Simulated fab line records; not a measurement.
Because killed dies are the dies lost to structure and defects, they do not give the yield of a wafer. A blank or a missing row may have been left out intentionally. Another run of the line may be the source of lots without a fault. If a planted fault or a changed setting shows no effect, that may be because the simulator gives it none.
fab line records	flow n5-finfet
[record] lots = 6	wafers = 18	last-day = 16
route steps=1938 shown MOL_CONTACT_COAG@526 BEOL_M4@1111
lots untouched by any fault: they come from a run of this same line in which no faults occurred
start-h: the number of hours between the record's first day and the start of the first shown wafer of the lot	wait-h: how many hours have passed since the lot's step before this one	" same as the row above	L1.1+2: a row that stands for several wafers	- no value, or no start was given	* or withheld: withheld	< > ~ a bound
route shown NAME@n: a module of which the file shows steps, and the number in the route of the first	usual: mean/standard deviation of fault-free wafers	same: alike in all rows	chamber/n: place in a boat	sites: the reading at each site	_std_site: how widely they spread, as a standard deviation	_edge_site: mean of outer sites minus mean of inner sites	radius-mm: how far each site lies from the wafer's centre	mask NAME#n: copy n	behind: the tool/chamber that last shaped the wafer	hold: reason for holding the lot/hours on hold/outcome of the hold	device: the transistor (n, p or np) that didn't switch	end of line: the route-end tests of the same wafers	a step given without rows: its recipe and nothing more	killed: the dies lost at the first sort to structure and to defects; this is not the yield of the wafer	map: dies across one wafer; x = killed, . = not, _ = none there
set.NAME: the setting that was run; set.NAME@STEP: the one run at that earlier step	model.NAME: the simulator's own value behind a step, which no gauge read
certain route steps with their lots: each step a table, each wafer a row
services: a tool's chamber out of use, with start hour (start-h, from the record's first day; less than 0 if before it), hours out, and reason
[[steps]]
[step N5_MOL_CONTACT_COAG_CD_MEAS_08]
[recipe] target-cd-nm = 28	landing-energy-ev = 500	detector = se-inlens	polarity = opening
[usual] cd-nm = 28.06/0.27
lot.wafer	tool	chamber	start-h	wait-h	cd-nm
L931.2	cd-sem-01	0	88.48	-	28.17
L931.3	"	0	"	"	27.91
L931.6	"	0	"	"	27.74
L936.3	cd-sem-01	0	119.51	-	27.97
L936.4	"	0	"	"	27.89
L936.6	"	0	"	"	28.18
L943.1	cd-sem-03	0	158.66	-	27.98
L943.3	"	0	"	"	27.87
L943.6	"	0	"	"	27.97
L945.2	cd-sem-03	0	173.97	-	27.46
L945.5	"	0	"	"	27.86
L945.6	"	0	"	"	28.23
L950.3	cd-sem-02	0	200.90	-	28.17
L950.4	"	0	"	"	28.29
L950.5	"	0	"	"	28.26
L951.1	cd-sem-03	0	206.73	-	28.03
L951.4	"	0	"	"	28.19
L951.5	"	0	"	"	27.82
[step N5_MOL_CONTACT_COAG_OVL_MEAS_09]
[recipe] points-per-wafer = 522
[usual] CA_OVL = -0.2/0.66
lot.wafer	tool	chamber	start-h	wait-h	CA_OVL[nm]
L931.2	overlay-02	0	88.52	0.0	-1.1
L931.3	"	0	"	"	-0.1
L931.6	"	0	"	"	-0.4
L936.3	overlay-02	0	119.55	0.0	-0.9
L936.4	"	0	"	"	-0.7
L936.6	"	0	"	"	-0.5
L943.1	overlay-02	0	158.69	0.0	-1.3
L943.3	"	0	"	"	-1.2
L943.6	"	0	"	"	-1.1
L945.2	overlay-01	0	174.00	0.0	0.0
L945.5	"	0	"	"	-0.4
L945.6	"	0	"	"	0.0
L950.3	overlay-02	0	200.94	0.0	-0.3
L950.4	"	0	"	"	-0.6
L950.5	"	0	"	"	0.6
L951.1	overlay-02	0	206.76	0.0	-1.0
L951.4	"	0	"	"	0.8
L951.5	"	0	"	"	0.6
[step N5_MOL_CONTACT_COAG_INSPECT_10]
[recipe] mode = adi	inspect-instrument = brightfield
[usual] raw-defect-count = 64/27
lot.wafer	tool	chamber	start-h	wait-h	raw-defect-count
L931.2	defect-inspect-02	-	88.57	0.0	60
L931.3	"	-	"	"	53
L931.6	"	-	"	"	44
L936.3	defect-inspect-01	-	119.60	0.0	72
L936.4	"	-	"	"	45
L936.6	"	-	"	"	62
L943.1	defect-inspect-02	-	158.74	0.1	59
L943.3	"	-	"	"	93
L943.6	"	-	"	"	71
L945.2	defect-inspect-01	-	174.06	0.0	35
L945.5	"	-	"	"	80
L945.6	"	-	"	"	115
L950.3	defect-inspect-02	-	200.99	0.0	32
L950.4	"	-	"	"	22
L950.5	"	-	"	"	55
L951.1	defect-inspect-01	-	206.81	0.1	41
L951.4	"	-	"	"	36
L951.5	"	-	"	"	37
[step N5_MOL_CONTACT_COAG_DESCUM_13]
[recipe] chemistry = O2	time-s = 7	source-power-w = 50	bias-power-w = 20	pressure-mtorr = 20	rf-frequency-hz = 2.712e+07	temp-c = 40	resist = CAR-EUV	o2-flow-sccm = 225
[usual] drypump-motor-current-A = 5.7/0.53	oes-product-au = 0.81/0.1	rf-vpp-V = 243.4/1.4	showerhead-plenum-p-Torr = 2.12/0.077	throttle-valve-pct = 20.45/0.26
lot.wafer	tool	chamber	start-h	wait-h	drypump-motor-current-A	oes-product-au	rf-hours-counter-h	rf-vpp-V	showerhead-plenum-p-Torr	throttle-valve-pct
L931.2	rie-diel-05	3	88.61	0.0	5.7	0.70	236	242.5	2.07	20.79
L931.3	"	1	"	"	5.4	0.70	206	243.9	2.11	20.59
L931.6	"	1	"	"	5.4	0.71	-	243.8	2.11	20.59
L936.3	rie-diel-02	0	119.63	0.0	5.5	0.79	107	243.0	2.08	20.09
L936.4	"	3	"	"	6.5	0.72	-	244.7	2.08	20.54
L936.6	"	0	"	"	5.5	0.79	-	243.3	2.08	20.08
L943.1	rie-diel-05	2	158.78	0.0	6.5	0.90	24	244.9	2.22	20.22
L943.3	"	3	"	"	5.7	0.94	6	243.2	2.06	20.57
L943.6	"	1	"	"	5.4	0.69	-	242.2	2.09	20.64
L945.2	rie-diel-05	0	174.09	0.0	5.5	0.80	111	242.3	2.02	20.26
L945.5	"	1	"	"	5.4	0.68	-	243.4	2.09	20.65
L945.6	"	2	"	"	6.5	0.89	-	244.7	2.22	20.24
L950.3	rie-diel-06	1	201.61	0.6	5.6	0.68	248	243.0	2.17	21.04
L950.4	"	0	"	"	4.8	0.85	58	241.3	2.04	20.27
L950.5	"	2	"	"	6.4	0.90	-	244.8	2.25	20.39
L951.1	rie-diel-06	2	208.13	1.3	6.4	0.89	37	245.1	2.25	20.42
L951.4	"	2	"	"	6.4	0.89	-	246.0	2.25	20.42
L951.5	"	3	"	"	5.6	0.97	-	243.3	2.09	20.16
[step N5_MOL_CONTACT_COAG_ETCH_59]
[recipe] chemistry = N2/H2	target = underlayer	target-depth-a = 130	mask-material = CAR-EUV	time-s = 10.4	ion-energy-ev = 200	pressure-mtorr = 30	source-w = 840	bias-w = 150	n2-flow-sccm = 200	h2-flow-sccm = 200	ends = cleared
[usual] drypump-motor-current-A = 5.7/0.53	etch-rf-on-time-s = 10.55/0.26	oes-product-au = 0.69/0.085	rf-vpp-V = 524.5/2.7	showerhead-plenum-p-Torr = 2.56/0.088	throttle-valve-pct = 17.78/0.25
lot.wafer	tool	chamber	start-h	wait-h	drypump-motor-current-A	etch-rf-on-time-s	oes-product-au	rf-hours-counter-h	rf-vpp-V	showerhead-plenum-p-Torr	throttle-valve-pct
L931.2	rie-diel-05	3	88.64	0.0	5.7	10.57	0.59	236	522.3	2.51	18.30
L931.3	"	1	"	"	5.4	10.56	0.61	206	522.8	2.51	17.84
L931.6	"	1	"	"	5.4	10.57	0.60	-	523.5	2.51	17.82
L936.3	rie-diel-02	0	119.66	0.0	5.5	10.06	0.70	107	524.3	2.58	17.79
L936.4	"	3	"	"	6.5	10.60	0.61	-	521.6	2.54	17.93
L936.6	"	0	"	"	5.5	9.98	0.70	-	523.2	2.58	17.77
L943.1	rie-diel-05	2	158.81	0.0	6.5	10.90	0.76	24	527.6	2.70	17.70
L943.3	"	3	"	"	5.8	10.83	0.80	6	523.7	2.50	18.01
L943.6	"	1	"	"	5.5	10.51	0.58	-	522.6	2.50	17.89
L945.2	rie-diel-05	0	174.12	0.0	5.4	10.58	0.67	111	521.9	2.47	17.88
L945.5	"	1	"	"	5.4	10.44	0.58	-	523.1	2.49	17.89
L945.6	"	2	"	"	6.4	10.79	0.74	-	527.9	2.70	17.71
L950.3	rie-diel-06	1	201.64	0.0	5.5	10.71	0.57	248	525.0	2.58	18.03
L950.4	"	0	"	"	4.9	10.41	0.72	58	521.0	2.50	17.94
L950.5	"	2	"	"	6.4	10.16	0.76	-	527.3	2.70	17.50
L951.1	rie-diel-06	2	208.16	0.0	6.4	10.13	0.76	37	526.9	2.69	17.52
L951.4	"	2	"	"	6.4	10.10	0.76	-	527.8	2.69	17.53
L951.5	"	3	"	"	5.7	10.63	0.80	-	522.6	2.47	17.20
[step N5_MOL_CONTACT_COAG_ETCH_105]
[recipe] chemistry = CF4	target = SiARC	target-depth-a = 156	mask-material = CAR-EUV	time-s = 26	ion-energy-ev = 80	pressure-mtorr = 40	source-w = 545	bias-w = 36	Ar_flow_sccm = 100	cf4-flow-sccm = 100	ends = cleared
[usual] drypump-motor-current-A = 5.7/0.53	etch-rf-on-time-s = 26.3/0.66	oes-product-au = 0.69/0.085	rf-vpp-V = 184.3/1.2	showerhead-plenum-p-Torr = 2.16/0.077	throttle-valve-pct = 15.56/0.21
lot.wafer	tool	chamber	start-h	wait-h	drypump-motor-current-A	etch-rf-on-time-s	oes-product-au	rf-hours-counter-h	rf-vpp-V	showerhead-plenum-p-Torr	throttle-valve-pct
L931.2	rie-diel-05	3	88.66	0.0	5.8	27.0	0.58	236	183.4	2.10	15.91
L931.3	"	1	"	"	5.4	26.5	0.60	206	183.3	2.13	15.64
L931.6	"	1	"	"	5.4	26.5	0.60	-	183.2	2.13	15.63
L936.3	rie-diel-02	0	119.68	0.0	5.5	25.1	0.70	107	183.1	2.15	15.44
L936.4	"	3	"	"	6.5	25.9	0.62	-	184.5	2.13	15.79
L936.6	"	0	"	"	5.5	25.1	0.71	-	184.2	2.15	15.43
L943.1	rie-diel-05	2	158.83	0.0	6.5	26.7	0.76	24	185.9	2.28	15.45
L943.3	"	3	"	"	5.7	27.1	0.79	6	183.0	2.09	15.51
L943.6	"	1	"	"	5.4	25.6	0.59	-	185.3	2.12	15.69
L945.2	rie-diel-05	0	174.14	0.0	5.5	26.2	0.68	111	183.2	2.07	15.49
L945.5	"	1	"	"	5.4	26.0	0.58	-	182.6	2.12	15.71
L945.6	"	2	"	"	6.5	27.0	0.75	-	184.2	2.28	15.46
L950.3	rie-diel-06	1	201.66	0.0	5.6	26.7	0.57	248	183.3	2.18	16.01
L950.4	"	0	"	"	4.8	26.3	0.72	58	183.6	2.08	15.41
L950.5	"	2	"	"	6.4	25.3	0.76	-	186.8	2.27	15.41
L951.1	rie-diel-06	2	208.18	0.0	6.4	25.6	0.76	37	184.7	2.27	15.41
L951.4	"	2	"	"	6.4	25.4	0.75	-	187.5	2.27	15.40
L951.5	"	3	"	"	5.7	26.1	0.82	-	183.2	2.10	15.13
[step N5_MOL_CONTACT_COAG_ETCH_106]
[recipe] chemistry = N2/H2	target = SOC	target-depth-a = 800	overetch-a = 160	mask-material = SiARC	temp-c = 40	time-s = 120	ion-energy-ev = 200	pressure-mtorr = 30	source-w = 840	bias-w = 150	n2-flow-sccm = 200	h2-flow-sccm = 200
[usual] drypump-motor-current-A = 5.7/0.53	oes-product-au = 0.72/0.088	rf-vpp-V = 524.5/2.7	showerhead-plenum-p-Torr = 2.56/0.088	throttle-valve-pct = 17.76/0.25
lot.wafer	tool	chamber	start-h	wait-h	drypump-motor-current-A	oes-product-au	rf-hours-counter-h	rf-vpp-V	showerhead-plenum-p-Torr	throttle-valve-pct
L931.2	rie-diel-05	3	88.69	0.0	5.7	0.63	236	522.8	2.51	18.28
L931.3	"	1	"	"	5.5	0.63	206	522.7	2.51	17.79
L931.6	"	1	"	"	5.4	0.63	-	523.2	2.51	17.80
L936.3	rie-diel-02	0	119.71	0.0	5.5	0.73	107	523.2	2.58	17.76
L936.4	"	3	"	"	6.5	0.64	-	523.6	2.54	17.92
L936.6	"	0	"	"	5.5	0.72	-	524.2	2.58	17.76
L943.1	rie-diel-05	2	158.86	0.0	6.5	0.81	24	529.8	2.70	17.68
L943.3	"	3	"	"	5.7	0.85	6	522.1	2.50	17.95
L943.6	"	1	"	"	5.4	0.61	-	522.6	2.50	17.85
L945.2	rie-diel-05	0	174.17	0.0	5.5	0.71	111	520.7	2.47	17.86
L945.5	"	1	"	"	5.5	0.62	-	522.0	2.49	17.87
L945.6	"	2	"	"	6.5	0.81	-	526.2	2.70	17.68
L950.3	rie-diel-06	1	201.69	0.0	5.6	0.61	248	524.6	2.58	18.01
L950.4	"	0	"	"	4.9	0.76	58	521.3	2.50	17.94
L950.5	"	2	"	"	6.4	0.79	-	527.5	2.70	17.47
L951.1	rie-diel-06	2	208.21	0.0	6.4	0.78	37	529.0	2.69	17.49
L951.4	"	2	"	"	6.4	0.78	-	526.9	2.69	17.49
L951.5	"	3	"	"	5.7	0.86	-	523.7	2.47	17.15
[step N5_MOL_CONTACT_COAG_STRIP_107]
[recipe] chemistry = N2/H2	temp-c = 40	n2-flow-sccm = 200	h2-flow-sccm = 200	rf-frequency-hz = 6e+07
[step N5_MOL_CONTACT_COAG_STRIP_108]
[recipe] chemistry = N2/H2	temp-c = 40	n2-flow-sccm = 200	h2-flow-sccm = 200	rf-frequency-hz = 6e+07
[step N5_MOL_CONTACT_COAG_CONTACT_ETCH_14]
[recipe] chemistry = C4F6/O2	target = SiO2	target-depth-a = 275	overetch-a = 85	mask-material = SOC	pressure-mtorr = 30	source-w = 370	bias-w = 185	Ar_flow_sccm = 300	C4F6_flow_sccm = 16	O2_flow_sccm = 10	time-s = 20	ion-energy-ev = 259.6
[step N5_MOL_CONTACT_COAG_STRIP_109]
[recipe] chemistry = C4F6/O2	resist = SiARC	rf-frequency-hz = 6e+07
[step N5_MOL_CONTACT_COAG_ETCH_15]
[recipe] chemistry = CH3F/O2	target = SiNx	target-depth-a = 70	mask-material = SOC	stop-on = Si:P	over-etch-frac = 0.75	ion-energy-ev = 120	pressure-mtorr = 30	source-w = 395	bias-w = 73	Ar_flow_sccm = 150	CH3F_flow_sccm = 30	O2_flow_sccm = 20
[usual] drypump-motor-current-A = 5.7/0.53	oes_ar_750_au = 0.80/0.089	oes_f_703_au = 0.79/0.082	oes-product-au = 0.59/0.073	rf-vpp-V = 297/7.3	showerhead-plenum-p-Torr = 2.02/0.076	throttle-valve-pct = 16.26/0.24
lot.wafer	tool	chamber	start-h	wait-h	drypump-motor-current-A	oes_ar_750_au	oes_f_703_au	oes-product-au	rf-hours-counter-h	rf-vpp-V	showerhead-plenum-p-Torr	throttle-valve-pct
L931.2	rie-diel-05	3	88.82	0.0	5.7	0.68	0.67	0.51	236	304	1.96	16.63
L931.3	"	1	"	"	5.4	0.72	0.74	0.52	206	286	1.99	16.38
L931.6	"	1	"	"	5.4	0.72	0.74	0.52	-	286	1.99	16.38
L936.3	rie-diel-02	0	119.85	0.0	5.5	0.82	0.85	0.59	107	293	2.01	16.18
L936.4	"	3	"	"	6.5	0.72	0.74	0.53	-	288	1.98	16.45
L936.6	"	0	"	"	5.5	0.83	0.85	0.59	-	293	2.01	16.17
L943.1	rie-diel-05	2	159.00	0.0	6.5	0.88	0.85	0.66	24	302	2.13	16.14
L943.3	"	3	"	"	5.6	0.93	0.89	0.69	6	303	1.95	16.26
L943.6	"	1	"	"	5.4	0.70	0.71	0.50	-	286	1.98	16.43
L945.2	rie-diel-05	0	174.31	0.0	5.4	0.78	0.77	0.58	111	298	1.93	16.18
L945.5	"	1	"	"	5.5	0.69	0.71	0.50	-	287	1.98	16.44
L945.6	"	2	"	"	6.4	0.87	0.85	0.65	-	302	2.13	16.15
L950.3	rie-diel-06	1	201.82	0.0	5.5	0.69	0.71	0.50	248	283	2.06	16.81
L950.4	"	0	"	"	4.8	0.83	0.81	0.63	58	304	1.93	16.05
L950.5	"	2	"	"	6.4	0.87	0.87	0.65	-	305	2.12	16.08
L951.1	rie-diel-06	2	208.34	0.0	6.4	0.87	0.86	0.65	37	306	2.12	16.10
L951.4	"	2	"	"	6.4	0.86	0.87	0.65	-	305	2.12	16.09
L951.5	"	3	"	"	5.7	0.95	0.94	0.70	-	293	1.96	15.82
[step N5_MOL_CONTACT_COAG_ETCH_110]
[recipe] chemistry = CF4/O2	target = Si	target-depth-a = 25	time-s = 8	pressure-mtorr = 100	source-w = 200	bias-w = 12	ion-energy-ev = 60	Ar_flow_sccm = 100	cf4-flow-sccm = 100	O2_flow_sccm = 10
[usual] drypump-motor-current-A = 5.7/0.53	oes_ar_750_au = 0.80/0.086	oes_f_703_au = 0.79/0.08	oes-product-au = 0.80/0.099	rf-vpp-V = 127/3.8	showerhead-plenum-p-Torr = 2.24/0.078	throttle-valve-pct = 10.69/0.28
lot.wafer	tool	chamber	start-h	wait-h	drypump-motor-current-A	oes_ar_750_au	oes_f_703_au	oes-product-au	rf-hours-counter-h	rf-vpp-V	showerhead-plenum-p-Torr	throttle-valve-pct	model.etch.depth-nm
L931.2	rie-diel-05	3	88.88	0.0	5.7	0.67	0.66	0.67	236	130	2.18	11.17	2.408
L931.3	"	1	"	"	5.4	0.73	0.74	0.70	206	121	2.21	10.86	2.435
L931.6	"	1	"	"	5.4	0.73	0.74	0.70	-	123	2.21	10.86	2.449
L936.3	rie-diel-02	0	119.91	0.0	5.5	0.83	0.85	0.82	107	125	2.23	10.59	2.579
L936.4	"	3	"	"	6.4	0.73	0.74	0.72	-	122	2.21	10.98	2.5
L936.6	"	0	"	"	5.5	0.83	0.85	0.83	-	126	2.23	10.59	2.607
L943.1	rie-diel-05	2	159.06	0.0	6.5	0.86	0.84	0.77	24	130	2.37	10.45	1.898
L943.3	"	3	"	"	5.7	0.93	0.90	0.82	6	130	2.17	10.49	1.907
L943.6	"	1	"	"	5.4	0.70	0.72	0.60	-	123	2.20	10.95	1.98
L945.2	rie-diel-05	0	174.37	0.0	5.4	0.77	0.77	0.78	111	129	2.16	10.64	2.437
L945.5	"	1	"	"	5.4	0.70	0.71	0.68	-	123	2.20	10.98	2.471
L945.6	"	2	"	"	6.5	0.86	0.83	0.76	-	130	2.37	10.49	1.911
L950.3	rie-diel-06	1	201.88	0.0	5.5	0.70	0.71	0.67	248	120	2.27	11.23	2.392
L950.4	"	0	"	"	4.8	0.81	0.81	0.84	58	132	2.17	10.49	2.484
L950.5	"	2	"	"	6.4	0.86	0.87	0.89	-	132	2.36	10.45	2.555
L951.1	rie-diel-06	2	208.40	0.0	6.4	0.85	0.86	0.89	37	131	2.36	10.47	2.563
L951.4	"	2	"	"	6.4	0.86	0.87	0.89	-	132	2.36	10.44	2.569
L951.5	"	3	"	"	5.7	0.94	0.94	0.94	-	127	2.19	10.22	2.471
[step N5_MOL_CONTACT_COAG_STRIP_98]
[recipe] chemistry = N2/H2	power-w = 500	temp-c = 40	pressure-mtorr = 50	rf-frequency-hz = 6e+07	overash-fraction = 0.3	bias-power-w = 8	h2-frac = 0.5	n2-flow-sccm = 300	h2-flow-sccm = 300
[step N5_BEOL_M4_RC_MEAS_101]
[usual] DIBL_N = 37.1/2.4	DIBL_P = 37/3	IOFF_N = 0.18/0.053	IOFF_P = 0.21/0.05	ION_N = 674/14	ION_P = 459/9.2	SS_N = 72.1/0.9	SS_P = 73.4/0.89	VT_N = 250/3.8	VT_P = -251/3.7
lot.wafer	tool	chamber	start-h	wait-h	DIBL_N[mV/V]	DIBL_P[mV/V]	IOFF_N[nA/um]	IOFF_P[nA/um]	ION_N[uA/um]	ION_P[uA/um]	SS_N[mV/dec]	SS_P[mV/dec]	VT_N[mV]	VT_P[mV]
L931.2	prober-02	0	179.91	0.2	37.4	38	0.19	0.22	691	465	72.1	73.9	249	-254
L931.3	"	0	"	"	37.5	37	0.17	0.20	665	455	72.8	73.7	253	-256
L931.6	"	0	"	"	41.8	42	0.30	0.30	695	468	74.1	74.8	245	-249
L936.3	prober-02	0	206.00	0.3	32.0	29	0.08	0.10	628	434	71.0	71.1	261	-260
L936.4	"	0	"	"	35.8	34	0.13	0.15	657	442	71.5	72.9	255	-257
L936.6	"	0	"	"	35.8	34	0.13	0.14	645	438	71.7	72.4	255	-259
L943.1	prober-02	0	254.14	0.0	34.5	33	0.12	0.15	667	457	71.0	72.0	253	-258
L943.3	"	0	"	"	36.3	37	0.17	0.20	674	456	71.9	73.2	248	-251
L943.6	"	0	"	"	35.9	37	0.16	0.19	671	460	72.0	72.9	249	-252
L945.2	prober-02	0	265.53	0.2	38.1	40	0.20	0.25	684	468	71.8	74.4	246	-250
L945.5	"	0	"	"	36.1	37	0.15	0.20	695	473	71.1	73.2	248	-252
L945.6	"	0	"	"	36.2	37	0.16	0.21	673	457	72.0	73.1	248	-250
L950.3	prober-02	0	285.62	0.3	40.4	43	0.25	0.29	687	464	72.8	73.9	246	-246
L950.4	"	0	"	"	37.4	39	0.19	0.22	671	460	71.9	73.5	250	-250
L950.5	"	0	"	"	37.1	39	0.18	0.21	682	463	71.5	73.3	249	-251
L951.1	prober-02	0	288.09	0.0	35.7	35	0.16	0.18	667	453	72.1	73.4	251	-255
L951.4	"	0	"	"	39.9	40	0.25	0.26	691	464	72.7	74.3	244	-248
L951.5	"	0	"	"	35.7	35	0.15	0.18	661	449	71.8	73.0	254	-254
[[services]]
tool	chamber	start-h	hours	kind
rie-diel-05	2	83.03	-	clean
rie-diel-05	2	83.03	-	consumable-replace:focus-ring
rie-diel-05	2	83.03	-	consumable-replace:showerhead
rie-diel-05	2	83.03	13.0	scheduled-down
rie-diel-05	2	83.03	13.0	vent-cycle
rie-diel-06	2	92.18	-	clean
rie-diel-06	2	92.18	-	consumable-replace:focus-ring
rie-diel-06	2	92.18	-	consumable-replace:showerhead
rie-diel-06	2	92.18	13.1	scheduled-down
rie-diel-06	2	92.18	13.1	vent-cycle
rie-diel-06	0	93.20	17.5	repair
rie-diel-05	2	111.68	4.3	repair
rie-diel-05	3	123.51	-	clean
rie-diel-05	3	123.51	-	consumable-replace:focus-ring
rie-diel-05	3	123.51	17.8	scheduled-down
rie-diel-05	3	123.51	17.8	vent-cycle
rie-diel-05	0	153.50	6.6	repair
rie-diel-06	3	172.77	-	clean
rie-diel-06	3	172.77	-	consumable-replace:focus-ring
rie-diel-06	3	172.77	22.0	scheduled-down
rie-diel-06	3	172.77	22.0	vent-cycle
rie-diel-05	-	198.73	14.6	pm
rie-diel-06	1	206.72	-	clean
rie-diel-06	1	206.72	-	consumable-replace:focus-ring
[[key]]
first-sign none at tools or gauges
[model-effect] step = N5_MOL_CONTACT_COAG_ETCH_110	value = etch.depth-nm	without = 2.411	struck = 1.924
met-at N5_MOL_CONTACT_COAG_ETCH_110
struck-wafers L943.1,L943.3,L943.6,L945.6
onset-between 88.88 159.06
[fault] kind = process-parameter-drift	tool = rie-diel-05	chamber = -	onset-h = 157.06	steps = N5_MOL_CONTACT_COAG_ETCH_110	channel = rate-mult	offset = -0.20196	shape = step	end-h = 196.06	scope = struck-wafers-only
